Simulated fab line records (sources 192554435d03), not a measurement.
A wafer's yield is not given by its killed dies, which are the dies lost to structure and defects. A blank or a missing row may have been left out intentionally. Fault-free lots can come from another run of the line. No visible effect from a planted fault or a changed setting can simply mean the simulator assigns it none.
Which tool was responsible? / flow n5-finfet / Sampling: 11 lots, 33 wafers, 5 of 1938 route steps

## WHAT THE GAUGES SHOWED, per wafer
N5_BEOL_M4_RC_MEAS_101. Usual: DIBL_N 36.5 mV/V, standard deviation 1.7; DIBL_P 36.3 mV/V, standard deviation 2.1; IOFF_N 0.16 nA/um, standard deviation 0.036; IOFF_P 0.21 nA/um, standard deviation 0.037; ION_N 676 uA/um, standard deviation 12; ION_P 462 uA/um, standard deviation 7.6; SS_N 71.5 mV/dec, standard deviation 0.68; SS_P 73.3 mV/dec, standard deviation 0.63; VT_N 249 mV, standard deviation 3.5; VT_P -250 mV, standard deviation 3.5.
lot=L123; measured=day 8 08:06; on=prober-01; DIBL_N (mV/V)=36.5 37.3 37.0; DIBL_P (mV/V)=36.5 37.2 36.9; IOFF_N (nA/um)=0.18 0.20 0.19; IOFF_P (nA/um)=0.22 0.23 0.22; ION_N (uA/um)=682 687 685; ION_P (uA/um)=472 463 466; SS_N (mV/dec)=71.6 72.3 72.0; SS_P (mV/dec)=73.3 73.7 73.5; VT_N (mV)=248 247 244; VT_P (mV)=-248 -250 -248; flag=
lot=L124; measured=day 8 16:08; on=prober-02; DIBL_N (mV/V)=37.9 37.5 36.5; DIBL_P (mV/V)=37.5 37.1 36.5; IOFF_N (nA/um)=0.20 0.21 0.18; IOFF_P (nA/um)=0.24 0.24 0.22; ION_N (uA/um)=697 696 685; ION_P (uA/um)=470 476 471; SS_N (mV/dec)=71.8 71.3 71.8; SS_P (mV/dec)=73.1 73.3 72.8; VT_N (mV)=243 242 245; VT_P (mV)=-249 -247 -247; flag=
lot=L128; measured=day 9 09:56; on=prober-02; DIBL_N (mV/V)=39.0 38.7 37.0; DIBL_P (mV/V)=38.2 38.2 35.9; IOFF_N (nA/um)=0.21 0.20 0.17; IOFF_P (nA/um)=0.26 0.27 0.22; ION_N (uA/um)=685 683 674; ION_P (uA/um)=469 470 462; SS_N (mV/dec)=71.9 72.0 70.7; SS_P (mV/dec)=74.1 73.8 73.3; VT_N (mV)=248 243 250; VT_P (mV)=-247 -246 -247; flag=
lot=L130; measured=day 10 03:45; on=prober-01; DIBL_N (mV/V)=32.8 34.0 37.2; DIBL_P (mV/V)=33.4 34.9 39.0; IOFF_N (nA/um)=0.11 0.12 0.18; IOFF_P (nA/um)=0.17 0.19 0.26; ION_N (uA/um)=650 660 685; ION_P (uA/um)=461 457 469; SS_N (mV/dec)=70.6 70.8 71.6; SS_P (mV/dec)=72.6 72.3 73.8; VT_N (mV)=258 252 248; VT_P (mV)=-251 -252 -244; flag=
lot=L132; measured=day 10 05:56; on=prober-02; DIBL_N (mV/V)=34.7 36.8 37.5; DIBL_P (mV/V)=33.5 34.8 36.9; IOFF_N (nA/um)=0.12 0.16 0.18; IOFF_P (nA/um)=0.15 0.16 0.20; ION_N (uA/um)=657 676 683; ION_P (uA/um)=450 452 455; SS_N (mV/dec)=71.4 71.7 71.2; SS_P (mV/dec)=73.0 72.9 73.3; VT_N (mV)=250 249 248; VT_P (mV)=-257 -256 -254; flag=
lot=L136; measured=day 11 14:52; on=prober-02; DIBL_N (mV/V)=36.1 38.9 36.0; DIBL_P (mV/V)=35.1 38.4 34.6; IOFF_N (nA/um)=0.16 0.22 0.15; IOFF_P (nA/um)=0.25 0.31 0.23; ION_N (uA/um)=675 694 673; ION_P (uA/um)=479 476 475; SS_N (mV/dec)=70.8 72.2 71.7; SS_P (mV/dec)=73.5 73.6 72.5; VT_N (mV)=247 245 247; VT_P (mV)=-244 -239 -249; flag=
lot=L140; measured=day 11 16:50; on=prober-01; DIBL_N (mV/V)=37.6 35.3 39.6; DIBL_P (mV/V)=38.6 35.9 40.3; IOFF_N (nA/um)=0.18 0.13 0.23; IOFF_P (nA/um)=0.22 0.19 0.25; ION_N (uA/um)=681 667 682; ION_P (uA/um)=467 459 463; SS_N (mV/dec)=72.4 71.0 72.1; SS_P (mV/dec)=73.6 73.3 74.1; VT_N (mV)=248 253 244; VT_P (mV)=-250 -251 -247; flag=
lot=L141; measured=day 12 18:10; on=prober-02; DIBL_N (mV/V)=38.1 37.3 36.4; DIBL_P (mV/V)=39.1 38.4 37.8; IOFF_N (nA/um)=0.23 0.21 0.19; IOFF_P (nA/um)=0.26 0.26 0.24; ION_N (uA/um)=689 701 693; ION_P (uA/um)=467 477 473; SS_N (mV/dec)=72.1 71.9 71.6; SS_P (mV/dec)=73.5 73.4 74.1; VT_N (mV)=245 243 247; VT_P (mV)=-246 -247 -248; flag=
lot=L143; measured=day 13 01:03; on=prober-02; DIBL_N (mV/V)=37.4 36.9 37.0; DIBL_P (mV/V)=38.3 37.2 37.3; IOFF_N (nA/um)=0.16 0.16 0.16; IOFF_P (nA/um)=0.22 0.21 0.21; ION_N (uA/um)=676 682 667; ION_P (uA/um)=461 461 463; SS_N (mV/dec)=71.4 70.6 71.3; SS_P (mV/dec)=74.0 73.2 72.6; VT_N (mV)=251 250 250; VT_P (mV)=-249 -251 -248; flag=
lot=L144; measured=day 13 05:24; on=prober-01; DIBL_N (mV/V)=35.0 35.4 38.7; DIBL_P (mV/V)=34.1 34.3 38.4; IOFF_N (nA/um)=0.12 0.12 0.18; IOFF_P (nA/um)=0.17 0.17 0.23; ION_N (uA/um)=665 669 678; ION_P (uA/um)=457 455 464; SS_N (mV/dec)=71.3 71.1 72.1; SS_P (mV/dec)=72.2 72.6 74.3; VT_N (mV)=252 252 247; VT_P (mV)=-251 -255 -248; flag=
lot=L146; measured=day 13 22:10; on=prober-01; DIBL_N (mV/V)=39.0 36.7 35.6; DIBL_P (mV/V)=37.7 36.5 34.4; IOFF_N (nA/um)=0.19 0.16 0.13; IOFF_P (nA/um)=0.24 0.24 0.19; ION_N (uA/um)=679 689 679; ION_P (uA/um)=463 480 464; SS_N (mV/dec)=73.4 70.5 71.2; SS_P (mV/dec)=74.3 73.0 72.9; VT_N (mV)=246 248 250; VT_P (mV)=-247 -246 -252; flag=

## EACH LOT AND THE TOOL THAT RAN IT (in order: tool; ch and the chambers of the sampled wafers; start)
lot=L123; N5_BEOL_M0_SURFACE_TREAT_137=pvd-sputter-02, day 6 03:13; N5_BEOL_M0_ANNEAL_119=rtp-anneal-01 ch 0, day 6 04:14; N5_BEOL_M0_CO_CAP_123=cvd-co-02 ch 0,1,2, day 6 05:01; N5_BEOL_M1_COAT_61=litho-track-01 ch 0, day 6 07:11
lot=L124; N5_BEOL_M0_SURFACE_TREAT_137=pvd-sputter-03, day 6 03:29; N5_BEOL_M0_ANNEAL_119=rtp-anneal-02 ch 0, day 6 04:16; N5_BEOL_M0_CO_CAP_123=cvd-co-02 ch 0,1, day 6 05:07; N5_BEOL_M1_COAT_61=litho-track-02 ch 0, day 6 07:17
lot=L128; N5_BEOL_M0_SURFACE_TREAT_137=pvd-sputter-02, day 6 21:49; N5_BEOL_M0_ANNEAL_119=rtp-anneal-02 ch 0, day 7 00:07; N5_BEOL_M0_CO_CAP_123=cvd-co-02 ch 0,2, day 7 00:47; N5_BEOL_M1_COAT_61=litho-track-01 ch 0, day 7 03:28
lot=L130; N5_BEOL_M0_SURFACE_TREAT_137=pvd-sputter-03, day 7 20:13; N5_BEOL_M0_ANNEAL_119=rtp-anneal-02 ch 0, day 7 21:31; N5_BEOL_M0_CO_CAP_123=cvd-co-02 ch 0,1, day 7 22:53; N5_BEOL_M1_COAT_61=litho-track-02 ch 0, day 8 02:23
lot=L132; N5_BEOL_M0_SURFACE_TREAT_137=pvd-sputter-02, day 8 03:00; N5_BEOL_M0_ANNEAL_119=rtp-anneal-01 ch 0, day 8 04:49; N5_BEOL_M0_CO_CAP_123=cvd-co-02 ch 0,1, day 8 07:36; N5_BEOL_M1_COAT_61=litho-track-01 ch 0, day 8 10:10
lot=L136; N5_BEOL_M0_SURFACE_TREAT_137=pvd-sputter-03, day 9 06:47; N5_BEOL_M0_ANNEAL_119=rtp-anneal-02 ch 0, day 9 09:11; N5_BEOL_M0_CO_CAP_123=cvd-co-02 ch 0,1, day 9 09:49; N5_BEOL_M1_COAT_61=litho-track-01 ch 0, day 9 10:47
lot=L140; N5_BEOL_M0_SURFACE_TREAT_137=pvd-sputter-01, day 10 00:36; N5_BEOL_M0_ANNEAL_119=rtp-anneal-01 ch 0, day 10 01:26; N5_BEOL_M0_CO_CAP_123=cvd-co-01 ch 0, day 10 02:06; N5_BEOL_M1_COAT_61=litho-track-03 ch 0, day 10 03:52
lot=L141; N5_BEOL_M0_SURFACE_TREAT_137=pvd-sputter-01, day 10 07:31; N5_BEOL_M0_ANNEAL_119=rtp-anneal-02 ch 0, day 10 08:23; N5_BEOL_M0_CO_CAP_123=cvd-co-01 ch 0,1,2, day 10 09:04; N5_BEOL_M1_COAT_61=litho-track-03 ch 0, day 10 11:20
lot=L143; N5_BEOL_M0_SURFACE_TREAT_137=pvd-sputter-01, day 10 15:16; N5_BEOL_M0_ANNEAL_119=rtp-anneal-01 ch 0, day 10 16:22; N5_BEOL_M0_CO_CAP_123=cvd-co-02 ch 1,2, day 10 17:02; N5_BEOL_M1_COAT_61=litho-track-02 ch 0, day 10 17:46
lot=L144; N5_BEOL_M0_SURFACE_TREAT_137=pvd-sputter-03, day 11 03:03; N5_BEOL_M0_ANNEAL_119=rtp-anneal-01 ch 0, day 11 04:30; N5_BEOL_M0_CO_CAP_123=cvd-co-01 ch 0,1, day 11 05:11; N5_BEOL_M1_COAT_61=litho-track-03 ch 0, day 11 06:13
lot=L146; N5_BEOL_M0_SURFACE_TREAT_137=pvd-sputter-02, day 11 15:34; N5_BEOL_M0_ANNEAL_119=rtp-anneal-02 ch 0, day 11 16:35; N5_BEOL_M0_CO_CAP_123=cvd-co-01 ch 1,2, day 11 17:16; N5_BEOL_M1_COAT_61=litho-track-03 ch 0, day 11 18:47
- N5_BEOL_M0_SURFACE_TREAT_137
- N5_BEOL_M0_ANNEAL_119: time 90 s.
- N5_BEOL_M0_CO_CAP_123: material Co, precursor CCTBA/H2, target thk 2 nm, time 102.1 s.
- N5_BEOL_M1_COAT_61: time 60 s, resist thk 60 nm.

## AS READ BY THE TOOLS THEMSELVES (means over the sampled wafers that have a number; for cases with no such wafer, the mark the record gives instead)
N5_BEOL_M0_ANNEAL_119. Usual: 226.12 for wafer_temp_C_max, sd 0.24.
lot=L123 tool=rtp-anneal-01 wafer_temp_C_max=226.27 flag=
lot=L124 tool=rtp-anneal-02 wafer_temp_C_max=225.97 flag=
lot=L128 tool=rtp-anneal-02 wafer_temp_C_max=225.98 flag=
lot=L130 tool=rtp-anneal-02 wafer_temp_C_max=226.56 flag=
lot=L132 tool=rtp-anneal-01 wafer_temp_C_max=226.09 flag=
lot=L136 tool=rtp-anneal-02 wafer_temp_C_max=225.72 flag=
lot=L140 tool=rtp-anneal-01 wafer_temp_C_max=226.04 flag=
lot=L141 tool=rtp-anneal-02 wafer_temp_C_max=226.18 flag=
lot=L143 tool=rtp-anneal-01 wafer_temp_C_max=226.24 flag=
lot=L144 tool=rtp-anneal-01 wafer_temp_C_max=226.32 flag=
lot=L146 tool=rtp-anneal-02 wafer_temp_C_max=226.09 flag=

N5_BEOL_M0_CO_CAP_123. Usual: 232 W for heater-power-w, sd 13.
lot=L123; tool=cvd-co-02; heater-power-w (W)=237; flag=
lot=L124; tool=cvd-co-02; heater-power-w (W)=219; flag=
lot=L128; tool=cvd-co-02; heater-power-w (W)=225; flag=
lot=L130; tool=cvd-co-02; heater-power-w (W)=227; flag=
lot=L132; tool=cvd-co-02; heater-power-w (W)=226; flag=
lot=L136; tool=cvd-co-02; heater-power-w (W)=227; flag=
lot=L140; tool=cvd-co-01; heater-power-w (W)=236; flag=
lot=L141; tool=cvd-co-01; heater-power-w (W)=226; flag=
lot=L143; tool=cvd-co-02; heater-power-w (W)=241; flag=
lot=L144; tool=cvd-co-01; heater-power-w (W)=217; flag=
lot=L146; tool=cvd-co-01; heater-power-w (W)=219; flag=

N5_BEOL_M1_COAT_61. Usual: 1499.9 rpm for spin-speed-rpm, sd 1.
lot=L123; tool=litho-track-01; spin-speed-rpm (rpm)=1499.7; flag=
lot=L124; tool=litho-track-02; spin-speed-rpm (rpm)=1500.2; flag=
lot=L128; tool=litho-track-01; spin-speed-rpm (rpm)=1499.8; flag=
lot=L130; tool=litho-track-02; spin-speed-rpm (rpm)=1499.3; flag=
lot=L132; tool=litho-track-01; spin-speed-rpm (rpm)=1613.2; flag=OFF
lot=L136; tool=litho-track-01; spin-speed-rpm (rpm)=1613.4; flag=OFF
lot=L140; tool=litho-track-03; spin-speed-rpm (rpm)=1500.6; flag=
lot=L141; tool=litho-track-03; spin-speed-rpm (rpm)=1499.3; flag=
lot=L143; tool=litho-track-02; spin-speed-rpm (rpm)=1499.7; flag=
lot=L144; tool=litho-track-03; spin-speed-rpm (rpm)=1501.5; flag=
lot=L146; tool=litho-track-03; spin-speed-rpm (rpm)=1499.8; flag=

## THE ANSWER, worked out from the rows above alone
Rule: lot off if the mean of its wafers having a number is beyond 3 standard deviations from the usual mean. Also off: a lot with no number at a reading for which 4 or more lots have one. Where the step has rows for the other lots, those lots are counted as sound. Order of review: gauges by route order, followed by the tools' own readings, for which a lot's mean as printed above is used. The first step at which some lot is off is used, and at that step the reading that is off furthest; a lot without a number counts as furthest.
Off: L132, L136, at N5_BEOL_M1_COAT_61 (spin-speed-rpm).
If a tool, at that step or one of the process steps before it, ran each lot that is off and ran no sound lot following the first of them, it fits. One candidate fits, namely litho-track-01 at N5_BEOL_M1_COAT_61. Its last sound lot is L128 (day 7 03:28), its first lot that is off L132 (day 8 10:10): a fault that began between those two fits.
The tool's own readings at N5_BEOL_M1_COAT_61 bear it out: on the lots that are off they differ by more than 5 times the standard deviation of the sound lots' means. spin-speed-rpm reads 1613.3 rpm there against 1500.0 rpm on the sound lots.

## WHAT WAS PUT IN BY THE SIMULATOR
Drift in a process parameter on litho-track-01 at N5_BEOL_M1_COAT_61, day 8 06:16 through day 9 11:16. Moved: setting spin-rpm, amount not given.
Struck lots among those shown: L132, L136. The same result came from the rule above.
